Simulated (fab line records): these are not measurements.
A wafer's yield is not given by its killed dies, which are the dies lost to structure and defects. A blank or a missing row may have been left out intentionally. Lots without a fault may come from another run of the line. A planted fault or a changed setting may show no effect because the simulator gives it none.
The tool behind it: which one? -- flow nand_harc -- 12 lots with 36 wafers sampled at 5 steps, on a route of 1302 steps

## WHAT EACH GAUGE READ, for each wafer
NHARC_END_SORT_01.
lot,measured,on,killed_at_array,killed_at_other,killed_at_periphery,killed_dies,killed_open,killed_short
L721,day 25 01:41,prober-02,18 20 16,1 1 1,0 2 2,19 23 19,3 2 1,1 1 1

## WHAT TOOL EACH LOT RAN ON (gives the tool, then ch and the chambers of the sampled wafers, and finally the start)
lot,NHARC_P_GATE_EXPOSE_23,NHARC_P_GATE_ETCH_32,NHARC_P_GATE_DESCUM_48,NHARC_P_GATE_STRIP_76
L721,"arfi_scanner-03 ch 0, day 5 12:19","rie_si-03 ch 0,1,3, day 5 13:10","rie_diel-02 ch 1,3, day 6 00:41","plasma_asher-01 ch 0,1, day 6 03:07"
L723,"arfi_scanner-01 ch 0, day 6 10:47","rie_si-06 ch 2,3, day 6 11:35","rie_diel-12 ch 0,1,3, day 6 23:08","plasma_asher-02 ch 1, day 7 01:39"
L725,"arfi_scanner-03 ch 0, day 6 22:08","rie_si-01 ch 2,3, day 6 22:56","rie_diel-09 ch 0,2,3, day 7 12:28","plasma_asher-02 ch 0,1, day 7 14:55"
L728,"arfi_scanner-02 ch 0, day 8 04:02","rie_si-01 ch 0,1,3, day 8 04:49","rie_diel-09 ch 0,2, day 8 16:12","plasma_asher-01 ch 0,1, day 8 18:34"
L729,"arfi_scanner-03 ch 0, day 8 17:41","rie_si-06 ch 1,2,3, day 8 18:29","rie_diel-09 ch 0,3, day 9 06:01","plasma_asher-01 ch 0,1, day 9 08:24"
L730,"arfi_scanner-02 ch 0, day 9 07:14","rie_si-06 ch 0,3, day 9 08:02","rie_diel-09 ch 0,1, day 9 19:31","plasma_asher-02 ch 0,1, day 9 21:58"
L734,"arfi_scanner-02 ch 0, day 11 02:26","rie_si-01 ch 0,2,3, day 11 03:17","rie_diel-02 ch 2,3, day 11 14:38","plasma_asher-01 ch 0,1, day 11 17:14"
L733,"arfi_scanner-02 ch 0, day 11 02:36","rie_si-06 ch 0,2,3, day 11 03:26","rie_diel-09 ch 0,1,3, day 11 14:55","plasma_asher-01 ch 0,1, day 11 17:50"
L735,"arfi_scanner-02 ch 0, day 11 03:04","rie_si-03 ch 0,2,3, day 11 03:55","rie_diel-12 ch 0,1,2, day 11 15:23","plasma_asher-01 ch 0,1, day 11 18:19"
L736,"arfi_scanner-01 ch 0, day 11 17:52","rie_si-06 ch 1,3, day 11 18:40","rie_diel-09 ch 0,1,2, day 12 06:07","plasma_asher-02 ch 1, day 12 08:30"
L741,"arfi_scanner-02 ch 0, day 13 19:29","rie_si-03 ch 1,2,3, day 13 20:16","rie_diel-09 ch 1,2, day 14 07:38","plasma_asher-02 ch 0, day 14 10:01"
L743,"arfi_scanner-03 ch 0, day 14 15:53","rie_si-03 ch 0,1,2, day 14 16:41","rie_diel-02 ch 0,1,2, day 15 04:11","plasma_asher-02 ch 0,1, day 15 06:34"
- NHARC_P_GATE_EXPOSE_23: exposes mask P GATE, target cd 120 nm.
- NHARC_P_GATE_ETCH_32: etches the open film in HBr/Cl2, target depth 150 nm, time 100.1 s.
- NHARC_P_GATE_DESCUM_48: chemistry O2, time 3 s.
- NHARC_P_GATE_STRIP_76: strips in O2.

## WHAT THE TOOLS THEMSELVES READ (means of the sampled wafers that have a number; where no wafer has one, the mark that the record gives instead)
NHARC_P_GATE_EXPOSE_23.
lot,tool,exposure_dose_mJ_cm2,stage_vel_mm_s (mm/s)
L721,arfi_scanner-03,94.02,499.92
L723,arfi_scanner-01,93.97,500.00
L725,arfi_scanner-03,94.06,500.19
L728,arfi_scanner-02,93.92,499.71
L729,arfi_scanner-03,93.93,499.92
L730,arfi_scanner-02,93.86,499.83
L734,arfi_scanner-02,91.96,499.48
L733,arfi_scanner-02,91.91,499.97
L735,arfi_scanner-02,91.98,499.95
L736,arfi_scanner-01,93.85,500.31
L741,arfi_scanner-02,91.87,499.72
L743,arfi_scanner-03,93.92,500.09

NHARC_P_GATE_ETCH_32.
lot,tool,chamber_pressure_mTorr (mTorr),drypump_motor_current_A (A),oes_product_au (a.u.),throttle_valve_pct (%)
L721,rie_si-03,14.990,5.4,1.009,26.415
L723,rie_si-06,15.001,5.3,1.004,26.405
L725,rie_si-01,15.005,4.9,1.011,26.418
L728,rie_si-01,15.008,5.4,0.999,26.402
L729,rie_si-06,15.004,5.2,1.000,26.404
L730,rie_si-06,15.010,5.7,1.003,26.405
L734,rie_si-01,15.009,5.1,1.009,26.407
L733,rie_si-06,14.992,5.5,1.001,26.407
L735,rie_si-03,15.001,5.2,1.001,26.411
L736,rie_si-06,15.008,5.1,1.007,26.410
L741,rie_si-03,15.006,5.6,1.006,26.410
L743,rie_si-03,14.988,5.5,1.005,26.410

NHARC_P_GATE_DESCUM_48.
lot,tool,chamber_pressure_mTorr (mTorr),drypump_motor_current_A (A),oes_product_au (a.u.),rf_vpp_V (V),showerhead_plenum_p_Torr (Torr),throttle_valve_pct (%)
L721,rie_diel-02,59.98,5.7,0.997,58.8,1.90,11.308
L723,rie_diel-12,60.00,5.5,1.006,56.6,1.83,11.301
L725,rie_diel-09,60.03,5.7,1.003,58.3,1.93,11.312
L728,rie_diel-09,60.05,5.5,1.004,58.3,1.90,11.313
L729,rie_diel-09,59.99,5.5,1.000,58.0,1.90,11.312
L730,rie_diel-09,59.96,5.1,0.998,57.5,1.98,11.316
L734,rie_diel-02,59.97,5.5,0.994,57.4,1.88,11.310
L733,rie_diel-09,60.01,5.3,1.006,58.2,1.94,11.304
L735,rie_diel-12,59.96,5.6,0.998,57.9,1.86,11.310
L736,rie_diel-09,60.00,5.5,1.001,58.1,1.97,11.315
L741,rie_diel-09,60.03,5.5,1.004,58.9,2.04,11.310
L743,rie_diel-02,59.97,5.6,0.999,57.2,1.85,11.310

NHARC_P_GATE_STRIP_76.
lot,tool,drypump_motor_current_A (A),heater_power_w (W)
L721,plasma_asher-01,5.2,322
L723,plasma_asher-02,6.2,333
L725,plasma_asher-02,6.1,309
L728,plasma_asher-01,5.2,318
L729,plasma_asher-01,5.5,317
L730,plasma_asher-02,6.0,287
L734,plasma_asher-01,5.2,315
L733,plasma_asher-01,5.1,323
L735,plasma_asher-01,5.2,312
L736,plasma_asher-02,6.2,316
L741,plasma_asher-02,5.9,260
L743,plasma_asher-02,6.0,282

## THE ANSWER, worked out from the rows above alone
Rule: the lots themselves supply what counts as usual. The widest of any qualifying gaps counts: lots, ordered by their means at a reading, are off when they make up no more than a third of the lots, leave a main group of 4 or more, and stand apart from it by 3 or more times the standard deviation of that group's means. A main group is skipped when, at the precision printed for the reading in the tables above, its means are all equal. Also off: a lot with no number at a reading for which 4 or more lots have one. The other lots that the step has rows for count as sound. First the gauges in route order, then the tools' own readings, where a lot's mean is used as printed above. At the first step where some lot is off, the reading lying furthest off is the one used; lots without a number count as furthest.
Off: L734, L733, L735, L741 (NHARC_P_GATE_EXPOSE_23, exposure_dose_mJ_cm2). For the main group the mean is 93.94 and the standard deviation 0.068.
A tool fits if, at that step or a process step before it, it ran every lot that is off, and no sound lot after the first of them. One fits: NHARC_P_GATE_EXPOSE_23 on arfi_scanner-02. Its last sound lot is L730 (day 9 07:14), its first lot that is off L734 (day 11 02:26): a fault that began between those two fits.
The tool's own readings at NHARC_P_GATE_EXPOSE_23 bear it out: on the lots that are off they differ by more than 5 times the standard deviation of the sound lots' means. exposure_dose_mJ_cm2 reads 91.93 there against 93.94 on the sound lots.

## WHAT THE SIMULATOR HAD PUT IN
Process parameter drift: arfi_scanner-02, from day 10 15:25 on, at NHARC_P_GATE_EXPOSE_23. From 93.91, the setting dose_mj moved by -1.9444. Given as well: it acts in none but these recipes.
Struck lots among those shown: L734, L733, L735, L741. This agrees with what the rule above found.
